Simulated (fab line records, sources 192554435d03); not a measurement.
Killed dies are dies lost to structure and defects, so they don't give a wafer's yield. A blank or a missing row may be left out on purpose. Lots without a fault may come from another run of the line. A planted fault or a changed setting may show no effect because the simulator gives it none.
Chamber matching | flow n5_finfet | N5_PMOS_HMC_CHANNEL_EPI_DESCUM_14 on rie_diel-02: 4 sister chambers
The step chemistry O2, time 7.9 s. 4 wafers are shown with their chamber, then 9 later ones without.

WAFERS WITH THEIR CHAMBER
wafer  | chamber | drypump_motor_current_A (A)
L080.6 | 1       | 5.6
L087.6 | 0       | 5.1
L091.1 | 2       | 6.1
L091.4 | 3       | 5.6

WAFERS WITHOUT THEIR CHAMBER
wafer  | drypump_motor_current_A (A)
L093.2 | 5.6
L093.3 | 5.1
L093.5 | 5.6
L094.1 | 5.6
L094.2 | 6.0
L094.3 | 5.1
L095.1 | 5.7
L095.3 | 5.1
L095.5 | 6.0

WHICH CHAMBER EACH WENT THROUGH
wafer  | from the rows above     | in truth
L093.2 | can't be placed: 1 or 3 | 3
L093.3 | 0                       | 0
L093.5 | can't be placed: 1 or 3 | 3
L094.1 | can't be placed: 1 or 3 | 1
L094.2 | 2                       | 2
L094.3 | 0                       | 0
L095.1 | can't be placed: 1 or 3 | 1
L095.3 | 0                       | 0
L095.5 | 2                       | 2
Placed correctly: 5 of 9. Can't be placed from these rows: 4 (the true chamber is among the candidates in 4). Placed wrongly: 0.
How it was worked out, from the rows above alone: a wafer's distance from a chamber is the root of the sum, over the readings, of the square of ((its reading less the chamber's mean) divided by the reading's scatter). The wafer belongs to the nearest chamber; if the next one is less than 2 further off, it can't be placed. A chamber's mean is the mean of its shown wafers. The scatter: with one shown wafer a chamber, the root of the mean of the squares of how far each hidden wafer lies from its nearest shown one.
